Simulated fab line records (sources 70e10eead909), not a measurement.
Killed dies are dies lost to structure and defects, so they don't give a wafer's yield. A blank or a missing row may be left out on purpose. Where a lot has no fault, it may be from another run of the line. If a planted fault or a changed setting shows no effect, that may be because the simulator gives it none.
Chamber matching || flow nand-harc || 4 sister chambers for NHARC_A_BLC_ALD_23 on ald-metal-04
The step deposits TiN, target thk 3 nm, pulse time 1 s, ald cycles 150. 20 wafers are shown with their chamber, then 10 later ones without.

## WAFERS PAIRED WITH THEIR CHAMBERS
{"wafer": "L075.3", "chamber": 1, "heater-power-w (W)": 964, "precursor-pulse-height-rel": 0.955}
{"wafer": "L075.4", "chamber": 0, "heater-power-w (W)": 1430, "precursor-pulse-height-rel": 1.008}
{"wafer": "L075.5", "chamber": 0, "heater-power-w (W)": 1433, "precursor-pulse-height-rel": 1.016}
{"wafer": "L080.3", "chamber": 2, "heater-power-w (W)": 1010, "precursor-pulse-height-rel": 0.989}
{"wafer": "L080.4", "chamber": 0, "heater-power-w (W)": 1385, "precursor-pulse-height-rel": 0.990}
{"wafer": "L080.5", "chamber": 1, "heater-power-w (W)": 969, "precursor-pulse-height-rel": 1.017}
{"wafer": "L082.2", "chamber": 2, "heater-power-w (W)": 1030, "precursor-pulse-height-rel": 0.971}
{"wafer": "L082.3", "chamber": 0, "heater-power-w (W)": 1431, "precursor-pulse-height-rel": 0.957}
{"wafer": "L082.4", "chamber": 0, "heater-power-w (W)": 1455, "precursor-pulse-height-rel": 1.019}
{"wafer": "L083.1", "chamber": 1, "heater-power-w (W)": 980, "precursor-pulse-height-rel": 1.026}
{"wafer": "L083.2", "chamber": 2, "heater-power-w (W)": 1017, "precursor-pulse-height-rel": 0.979}
{"wafer": "L083.6", "chamber": 1, "heater-power-w (W)": 988, "precursor-pulse-height-rel": 0.997}
{"wafer": "L087.1", "chamber": 1, "heater-power-w (W)": 990, "precursor-pulse-height-rel": 1.000}
{"wafer": "L087.2", "chamber": 2, "heater-power-w (W)": 959, "precursor-pulse-height-rel": 0.988}
{"wafer": "L087.4", "chamber": 3, "heater-power-w (W)": 1201, "precursor-pulse-height-rel": 0.976}
{"wafer": "L088.1", "chamber": 1, "heater-power-w (W)": 993, "precursor-pulse-height-rel": 1.011}
{"wafer": "L088.4", "chamber": 2, "heater-power-w (W)": 1034, "precursor-pulse-height-rel": 0.999}
{"wafer": "L088.6", "chamber": 0, "heater-power-w (W)": 1381, "precursor-pulse-height-rel": 1.039}
{"wafer": "L090.2", "chamber": 0, "heater-power-w (W)": 1403, "precursor-pulse-height-rel": 1.042}
{"wafer": "L090.4", "chamber": 1, "heater-power-w (W)": 959, "precursor-pulse-height-rel": 0.991}

SIGNATURES, as means of the wafers listed above
{"reading": "heater-power-w", "chamber 0": 1416.86, "chamber 1": 977.57, "chamber 2": 1010.00, "chamber 3": 1201.00, "scatter within a chamber": 24.1}
{"reading": "precursor-pulse-height-rel", "chamber 0": 1.01014, "chamber 1": 0.99957, "chamber 2": 0.98520, "chamber 3": 0.97600, "scatter within a chamber": 0.0235}
Rule: for a wafer and a chamber, the distance is found by dividing, reading by reading, the gap between the wafer's reading and the chamber's mean by the reading's scatter, squaring, summing and taking the root. If the next closest chamber is less than 2 further off than the closest, the wafer can't be placed; otherwise it belongs to the closest. The scatter: take each reading less its chamber's mean, square it, sum over the shown wafers, divide by the number of wafers less the number of chambers, and take the root.

## WAFERS WHOSE CHAMBER IS MISSING
{"wafer": "L090.5", "heater-power-w (W)": 1132, "precursor-pulse-height-rel": 0.982}
{"wafer": "L092.1", "heater-power-w (W)": 1192, "precursor-pulse-height-rel": 0.973}
{"wafer": "L092.3", "heater-power-w (W)": 1001, "precursor-pulse-height-rel": 1.009}
{"wafer": "L092.6", "heater-power-w (W)": 1209, "precursor-pulse-height-rel": 1.038}
{"wafer": "L096.2", "heater-power-w (W)": 1017, "precursor-pulse-height-rel": 1.025}
{"wafer": "L096.3", "heater-power-w (W)": 995, "precursor-pulse-height-rel": 0.993}
{"wafer": "L096.4", "heater-power-w (W)": 1373, "precursor-pulse-height-rel": 0.974}
{"wafer": "L097.1", "heater-power-w (W)": 990, "precursor-pulse-height-rel": 1.022}
{"wafer": "L097.2", "heater-power-w (W)": 1228, "precursor-pulse-height-rel": 0.998}
{"wafer": "L097.4", "heater-power-w (W)": 1433, "precursor-pulse-height-rel": 0.978}

## CHAMBER TAKEN BY EACH
{"wafer": "L090.5", "from the rows above": 3, "in truth": 3}
{"wafer": "L092.1", "from the rows above": 3, "in truth": 3}
{"wafer": "L092.3", "from the rows above": "can't be placed: 1 or 2", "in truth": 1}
{"wafer": "L092.6", "from the rows above": 3, "in truth": 3}
{"wafer": "L096.2", "from the rows above": "can't be placed: 2 or 1", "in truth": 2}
{"wafer": "L096.3", "from the rows above": "can't be placed: 2 or 1", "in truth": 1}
{"wafer": "L096.4", "from the rows above": 0, "in truth": 0}
{"wafer": "L097.1", "from the rows above": "can't be placed: 1 or 2", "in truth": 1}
{"wafer": "L097.2", "from the rows above": 3, "in truth": 3}
{"wafer": "L097.4", "from the rows above": 0, "in truth": 0}
Correct placement for 6 of the 10. From these rows, 4 cannot be placed; in 4 the true chamber is one of the candidates. Number placed wrongly: 0.
